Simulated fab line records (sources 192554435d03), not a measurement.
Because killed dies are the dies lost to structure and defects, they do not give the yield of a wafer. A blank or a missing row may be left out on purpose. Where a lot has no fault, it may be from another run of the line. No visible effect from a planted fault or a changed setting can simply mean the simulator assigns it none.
Which of the tools did it?    flow n5_finfet    10 lots (30 wafers sampled), 1 step of a 1938-step route

## WHAT EACH GAUGE READ, for each wafer
N5_BEOL_M9_THK_MEAS_01.
lot   measured      on             M9_ILD_THK (nm)
L076  day 10 01:31  film_metro-02  264 262 269
L078  day 10 10:59  film_metro-01  267 271 271
L080  day 11 03:48  film_metro-01  268 270 270
L082  day 11 15:02  film_metro-02  267 271 266
L083  day 11 23:20  film_metro-02  262 267 268
L085  day 12 14:22  film_metro-02  264 269 270
L090  day 13 16:19  film_metro-02  261 264 271
L089  day 13 19:52  film_metro-02  267 268 274
L092  day 14 09:01  film_metro-02  265 267 273
L096  day 16 00:50  film_metro-01  265 263 270

## WHAT TOOL EACH LOT RAN ON (gives the tool, then ch and the chambers of the sampled wafers, and finally the start)
Record: no process step prior to these readings.

## THE ANSWER, worked out from the rows above alone
Rule: the usual values come from the lots themselves. The widest of any qualifying gaps counts: lots, ordered by their means at a reading, are off when they make up no more than a third of the lots, leave a main group of 4 or more, and stand apart from it by 3 or more times the standard deviation of that group's means. A main group whose means are all the same, to the digits that the tables above print for the reading, isn't used. Also off: a lot with no number at a reading for which 4 or more lots have one. The other lots that the step has rows for count as sound.
Nothing can be told from this: no lot is off at any reading shown.

## WHAT THE SIMULATOR PUT IN
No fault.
